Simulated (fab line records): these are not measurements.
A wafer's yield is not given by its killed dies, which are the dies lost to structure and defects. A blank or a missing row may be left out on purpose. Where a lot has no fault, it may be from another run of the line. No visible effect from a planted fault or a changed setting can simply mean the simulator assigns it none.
One fault seen from 2 desks ; flow n5-finfet ; numbers are kept per desk, each desk with only its own; the story behind them comes last

FROM THE METROLOGY DESK
Means of the sampled wafers that have a number, per lot and without regard to the tool the lot ran on: this is what the gauges read. If a lot's mean is further than 4 standard deviations from the usual mean, the lot is out of limits and carries the mark OUT (the distance appears in the brackets). It has 10 readings; the 7 that lie furthest out on some lot are the ones shown.
Columns: A = DIBL_N at N5_BEOL_M4_RC_MEAS_101, usual 36.3 mV/V; B = DIBL_P at N5_BEOL_M4_RC_MEAS_101, usual 36.3 mV/V; C = IOFF_N at N5_BEOL_M4_RC_MEAS_101, usual 0.16 nA/um; D = IOFF_P at N5_BEOL_M4_RC_MEAS_101, usual 0.21 nA/um; E = SS_P at N5_BEOL_M4_RC_MEAS_101, usual 73.3 mV/dec; F = VT_N at N5_BEOL_M4_RC_MEAS_101, usual 250 mV; G = VT_P at N5_BEOL_M4_RC_MEAS_101, usual -251 mV
lot;first seen here;A;B;C;D;E;F;G
L750;day 9 16:07;35.6;35.7;0.16;0.21;73.4;247;-251
L751;day 9 19:18;36.9;36.6;0.19;0.23;73.3;246;-248
L754;day 10 00:45;35.7;36.9;0.16;0.22;73.7;252;-247
L766;day 13 05:41;34.5;32.9;0.12;0.17;72.6;252;-251
This desk found nothing out of limits on any of the 4 lots.

TOOL OWNER'S DESK, rie-diel-04
The tool's own readings at N5_BEOL_M2_ETCH_64 (etches SOC in N2/H2, target depth 75 nm, overetch 22.5 nm, time 121.9 s): means of the sampled wafers that have a number, for each lot that ran on this tool. If a lot's mean is further than 4 standard deviations from the usual mean, the lot is out of limits and carries the mark OUT (the distance appears in the brackets).
Columns: A = drypump-motor-current-A at N5_BEOL_M2_ETCH_64, usual 5.9 A; B = n2-flow-sccm at N5_BEOL_M2_ETCH_64, usual 200.1 sccm; C = oes-product-au at N5_BEOL_M2_ETCH_64, usual 0.62 a.u.; D = rf-fwd-power-W at N5_BEOL_M2_ETCH_64, usual 836.8 W; E = rf-vpp-V at N5_BEOL_M2_ETCH_64, usual 524.1 V; F = showerhead-plenum-p-Torr at N5_BEOL_M2_ETCH_64, usual 2.55 Torr; G = throttle-valve-pct at N5_BEOL_M2_ETCH_64, usual 17.74 %
lot;first seen here;A;B;C;D;E;F;G
L750;day 8 09:43;6.0;200.2;0.63;903.2 (+24) OUT;511.2 (-4.8) OUT;2.53;17.83
L754;day 8 19:40;6.0;200.4;0.63;902.2 (+23) OUT;513.7;2.60;18.00
L766;day 11 21:18;6.2;200.9;0.65;837.1;526.3;2.62;17.97
This desk finds L750, L754 out of limits, L750 being first, at day 8 09:43 (rf-fwd-power-W at N5_BEOL_M2_ETCH_64). Within limits: L766.

BROUGHT TOGETHER
The tool owner's desk had the chance to raise an alarm at day 8 09:43 on L750, L754.
From the metrology desk's view, nothing was out of limits.
The metrology desk has L750, L754 on record, within its limits.
Every lot named ran N5_BEOL_M2_ETCH_64 on rie-diel-04.

WHAT HAD BEEN PUT IN BY THE SIMULATOR
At N5_BEOL_M2_ETCH_64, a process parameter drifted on rie-diel-04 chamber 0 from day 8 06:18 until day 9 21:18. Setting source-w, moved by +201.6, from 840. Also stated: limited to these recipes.
Lots struck among those shown: L750, L754.
Each desk's first reading out of limits, in hours after the fault started: the tool owner's desk, 3.
